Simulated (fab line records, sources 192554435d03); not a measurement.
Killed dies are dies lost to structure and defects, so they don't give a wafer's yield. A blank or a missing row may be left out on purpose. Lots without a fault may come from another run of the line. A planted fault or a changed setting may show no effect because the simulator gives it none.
One fault seen from 2 desks | flow n5_finfet | each desk has only its own numbers; what lay behind them comes last

THE DEFECT DESK
What the inspections along the route counted, lot by lot: means of the sampled wafers that have a number. A lot is out of limits, marked OUT, if its mean lies more than 4 standard deviations from the usual mean; the brackets give that distance.
Columns: A = raw_defect_count at N5_STI_FIN_REVEAL_INSPECT_13, usual 12
lot  | first seen here | A
L861 | day 3 02:26     | 10
L866 | day 4 06:23     | 11
L869 | day 5 01:59     | 9
L880 | day 8 04:03     | 15
L881 | day 8 04:29     | 19
This desk's finding: nothing out of limits on any of the 5 lots.

THE METROLOGY DESK
What the gauges read, lot by lot, whatever tool the lot ran on: means of the sampled wafers that have a number. A lot is out of limits, marked OUT, if its mean lies more than 4 standard deviations from the usual mean; the brackets give that distance.
Columns: A = cd_nm at N5_STI_FIN_REVEAL_CD_MEAS_22, usual 6.31 nm; B = trench_depth_nm at N5_STI_FIN_REVEAL_FIN_H_MEAS_10, usual 51.6 nm; C = thk_nm at N5_DUMMY_GATE_THK_MEAS_05, usual 71.9 nm; D = cd_nm at N5_DUMMY_GATE_CD_MEAS_15, usual 25.00 nm; E = GATE_OVL at N5_DUMMY_GATE_OVL_MEAS_16, usual -0.4 nm; F = cd_nm at N5_DUMMY_GATE_CD_MEAS_50, usual 14.0 nm
lot  | first seen here | A    | B    | C    | D     | E    | F
L861 | day 3 02:19     | 6.17 | 52.6 | 73.2 | 24.84 | 0.8  | 13.4
L866 | day 4 06:16     | 6.12 | 52.4 | 72.1 | 24.94 | -0.7 | 14.1
L869 | day 5 01:52     | 6.24 | 51.5 | 72.4 | 24.93 | 0.6  | 13.8
L880 | day 8 03:56     | 6.13 | 51.4 | 73.1 | 25.13 | -0.9 | 13.9
L881 | day 8 04:22     | 6.37 | 51.7 | 71.8 | 24.89 | -2.1 | 13.9
This desk's finding: nothing out of limits on any of the 5 lots.

PUT TOGETHER
The defect desk saw nothing out of limits.
The metrology desk saw nothing out of limits.

WHAT THE SIMULATOR HAD PUT IN
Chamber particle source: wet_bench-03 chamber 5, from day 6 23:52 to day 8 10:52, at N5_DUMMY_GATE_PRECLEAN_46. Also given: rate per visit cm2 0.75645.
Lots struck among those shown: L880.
